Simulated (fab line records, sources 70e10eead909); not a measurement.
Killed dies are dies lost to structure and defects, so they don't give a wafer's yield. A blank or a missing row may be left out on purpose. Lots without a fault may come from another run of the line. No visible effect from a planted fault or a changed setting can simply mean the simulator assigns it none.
Struck lot and sound lot, side by side	flow nand harc	15 out of 1159 route steps
Sound: wafers L370.2, L370.3, L370.5. Struck: wafer L382.1 (left out: L382.2, L382.3 of the same lot, which were not struck); the cause appears at the end.
At each step with rows: each side's tool, then ch and its chambers, then its first start. Under that, the readings that differ: sound wafers	struck wafers	difference of the means	sigmas: that difference in standard deviations of wafers without a fault.
alike: readings with means less than 2 such deviations apart, plus words and numbers identical on both sides. not compared: withheld readings, readings lacking a value on some wafer, bounds such as >300 that could conceal the same value, and numbers that have no deviation in the record and whose values overlap.
Wherever a step has rows on one side only, a row that says differs or no value, or a row with sigmas, the two part there. When numbers do not overlap yet have no deviation, they are printed without sigmas and do not part them. Lack of a reading on every wafer of one side parts them only where that side has two or more wafers.

NHARC_P_GATE_STRIP_95: strips in O2.
  sound on plasma asher-01 ch 0,1, day 6 03:40; struck on plasma asher-01 ch 0, day 8 15:04
  alike: drypump motor current A, heater power w
  not compared: rf hours counter h
then, 1 step without rows for these wafers: NHARC_P_GATE_STRIP_96 (strips in SPM, time 900 s).
NHARC_P_GATE_RTA_64: time 1 s.
  sound on rtp anneal-02 ch 0, day 6 04:14; struck on rtp anneal-02 ch 0, day 8 15:38
  alike: lamp power pct, lamp_zone_2_pct, lamp_zone_4_pct, wafer_temp_C_max
then, 1 step without rows for these wafers: NHARC_P_GATE_ETCH_77 (etches SiO2 in dHF, target depth 6 nm).
NHARC_P_GATE_DEGAS_109: time 60 s.
  sound: pvd sputter-02 at day 6 04:31; struck: pvd sputter-03 at day 8 15:58
  alike: heater power w
then, 5 steps without rows for these wafers: NHARC_P_GATE_PRE_CLEAN_110 (time 30 s); NHARC_P_GATE_SPUTTER_78 (material Ni, target thk 10 nm); NHARC_P_GATE_SPUTTER_79 (material TiN, target thk 10 nm); NHARC_P_GATE_RTA_80 (time 30 s); NHARC_P_GATE_STRIP_67 (strips in SPM, time 600 s).
NHARC_P_GATE_RTA_82: time 30 s.
  sound on rtp anneal-02 ch 0, day 6 05:17; struck on rtp anneal-01 ch 0, day 8 16:43
reading	sound	struck	difference	sigmas
lamp_zone_4_pct (%)	4.55 4.56 4.56	4.44	-0.12	-2
wafer_temp_C_max	453.4 453.5 454.2	451.8	-1.9	-2
  alike: lamp power pct, lamp_zone_2_pct
NHARC_P_GATE_INSPECT_68:
  sound: defect inspect-02 at day 6 05:28; struck: defect inspect-01 at day 8 16:55
  alike: raw defect count
NHARC_P_CONTACT_DEP_30: deposits SiNx, target thk 30 nm.
  sound on pecvd-01 ch 0, day 6 05:32; struck on pecvd-01 ch 1, day 8 16:58
reading	sound	struck	difference	sigmas
heater power w (W)	614 617 608	997	+384	+3
rf fwd power W (W)	447.2 446.1 444.2	376.9	-68.9	-46
NHARC_P_CONTACT_DEP_00: deposits SiO2, target thk 500 nm.
  sound on pecvd-01 ch 0, day 6 05:53; struck on pecvd-01 ch 1
reading	sound	struck	difference	sigmas
heater power w (W)	388 417 449	909	+491	+3
showerhead vpp V (V)	1670 1657 1666	2013	+349	+3
  alike: rf fwd power W, throttle valve pct
then, 1 step without rows for these wafers: NHARC_END_SORT_01.

WHERE THEY PART
Last at NHARC_P_CONTACT_DEP_00 as far as this record goes, first at NHARC_P_GATE_RTA_82.

WHY: what had been put in by the simulator
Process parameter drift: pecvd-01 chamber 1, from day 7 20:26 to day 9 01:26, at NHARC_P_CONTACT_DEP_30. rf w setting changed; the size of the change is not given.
